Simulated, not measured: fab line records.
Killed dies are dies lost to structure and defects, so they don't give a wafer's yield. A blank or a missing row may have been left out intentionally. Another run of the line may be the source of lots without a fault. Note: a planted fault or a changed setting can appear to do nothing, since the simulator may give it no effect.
Chamber matching + flow nandHarc + NHARC_A_CHANNEL_FILL_D1_ETCHBACK_19 on rieSi-04: 4 sister chambers
The step etches the open film in HBr/Cl2, target depth 5 nm, time 1.7 s. 8 wafers are shown with their chamber, then 7 later ones without.

## WAFERS, EACH WITH ITS CHAMBER
| wafer  | chamber | drypumpMotorCurrentA (A) | oesProductAu (a.u.) |
|--------|---------|--------------------------|---------------------|
| L079.3 | 1       | 6.0                      | 1.010               |
| L082.3 | 3       | 6.6                      | 1.021               |
| L082.5 | 1       | 6.0                      | 1.031               |
| L086.3 | 0       | 6.4                      | 1.007               |
| L086.5 | 3       | 6.6                      | 0.997               |
| L086.6 | 2       | 5.3                      | 0.996               |
| L090.1 | 2       | 5.3                      | 0.986               |
| L090.2 | 0       | 6.3                      | 0.994               |

## WAFERS WITH NO CHAMBER GIVEN
| wafer  | drypumpMotorCurrentA (A) | oesProductAu (a.u.) |
|--------|--------------------------|---------------------|
| L090.6 | 6.0                      | 1.021               |
| L095.2 | 6.7                      | 1.010               |
| L095.3 | 6.0                      | 1.004               |
| L095.5 | 6.4                      | 0.988               |
| L094.1 | 6.0                      | 1.011               |
| L094.4 | 6.7                      | 1.006               |
| L094.5 | 5.3                      | 0.991               |

## THE CHAMBER EACH PASSED THROUGH
| wafer  | from the rows above | in truth |
|--------|---------------------|----------|
| L090.6 | 1                   | 1        |
| L095.2 | 3                   | 3        |
| L095.3 | 1                   | 1        |
| L095.5 | 0                   | 0        |
| L094.1 | 1                   | 1        |
| L094.4 | 3                   | 3        |
| L094.5 | 2                   | 2        |
Correctly placed: 7 of 7. Left unplaced by these rows: 0. Placed wrongly: 0.
How it was worked out, from the rows above alone: a wafer's distance from a chamber is the root of the sum, over the readings, of the square of ((its reading less the chamber's mean) divided by the reading's scatter). The wafer belongs to the nearest chamber; if the next one is less than 2 further off, it can't be placed. For every chamber, the mean is computed from those of its wafers that are shown. The scatter: the root of (the sum of the squares of (reading less its chamber's mean) over the shown wafers, divided by (wafers less chambers)).
